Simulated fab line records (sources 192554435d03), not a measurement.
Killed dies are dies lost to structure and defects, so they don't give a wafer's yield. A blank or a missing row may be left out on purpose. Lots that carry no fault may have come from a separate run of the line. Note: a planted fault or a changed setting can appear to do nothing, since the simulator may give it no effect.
Chamber matching	flow n5_finfet	4 sister chambers for N5_DUMMY_GATE_ETCH_44 on rie_si-06
The step etches poly-Si in HBr/O2, stops on SiO2, target depth 127.5 nm. 4 wafers are shown with their chamber, then 7 later ones without.

## WAFERS WITH THEIR CHAMBER
wafer	chamber	throttle_valve_pct (%)
L222.3	0	18.35
L241.6	1	18.65
L242.2	3	18.07
L242.4	2	18.88

## WAFERS WITHOUT THEIR CHAMBER
wafer	throttle_valve_pct (%)
L242.6	18.86
L243.1	18.87
L243.2	18.08
L243.4	18.36
L244.1	18.87
L244.5	18.87
L244.6	18.35

## CHAMBER TAKEN BY EACH
wafer	from the rows above	in truth
L242.6	2	2
L243.1	2	2
L243.2	3	3
L243.4	0	0
L244.1	2	2
L244.5	2	2
L244.6	0	0
7 of 7 placed correctly. Left unplaced by these rows: 0. Wrongly placed: 0.
How it was worked out, from the rows above alone: a wafer's distance from a chamber is the root of the sum, over the readings, of the square of ((its reading less the chamber's mean) divided by the reading's scatter). If the next closest chamber is less than 2 further off than the closest, the wafer can't be placed; otherwise it belongs to the closest. A chamber's mean is the mean of its shown wafers. The scatter (one wafer shown for each chamber): square how far every hidden wafer sits from the nearest shown wafer, average those squares and take the square root.
